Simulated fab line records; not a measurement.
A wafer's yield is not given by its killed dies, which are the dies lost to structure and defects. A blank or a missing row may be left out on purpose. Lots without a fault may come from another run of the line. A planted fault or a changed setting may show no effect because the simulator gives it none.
Which tool is to blame? ; flow nand harc ; 33 wafers sampled from 11 lots at 1 step of a route of 1302

== WHAT THE GAUGES READ, wafer by wafer ==
NHARC_P_ZERO_WELL_CD_MEAS_11: target cd 500 nm.
lot;measured;on;cd nm (nm)
L075;day 2 07:22;cd sem-01;499.8 498.6 500.2
L077;day 3 03:15;cd sem-03;500.6 500.1 500.5
L079;day 3 23:14;cd sem-01;502.6 502.6 501.4
L081;day 4 19:14;cd sem-03;500.2 500.5 499.7
L083;day 5 15:07;cd sem-01;498.5 501.0 500.0
L086;day 6 21:14;cd sem-01;500.2 500.4 500.6
L088;day 7 17:16;cd sem-03;502.1 503.2 500.1
L090;day 8 13:17;cd sem-01;496.5 499.3 497.5
L092;day 9 09:07;cd sem-02;499.8 497.8 500.7
L095;day 10 15:15;cd sem-01;496.7 498.1 497.8
L097;day 11 11:08;cd sem-01;499.6 498.3 499.6

== WHICH TOOL RAN EACH LOT (tool, then ch and the chambers of the sampled wafers, then the start) ==
No process step before these readings appears in the record.

== THE ANSWER, worked out from the rows above alone ==
Rule: usual is defined by the lots themselves. Put in order of their means at a reading, lots are off if they are a third of the lots or fewer, leave a main group of 4 or more, and stand apart from it by a gap of 3 or more times the standard deviation of the main group's means; of several such gaps the widest counts. The tables above print the reading to a certain number of digits; a main group whose means all agree to those digits is not used. Also off: a lot with no number at a reading for which 4 or more lots have one. Any other lot the step has rows for is counted as sound.
None of the lots is off at any reading shown; this tells nothing.

== WHAT HAD BEEN PUT IN BY THE SIMULATOR ==
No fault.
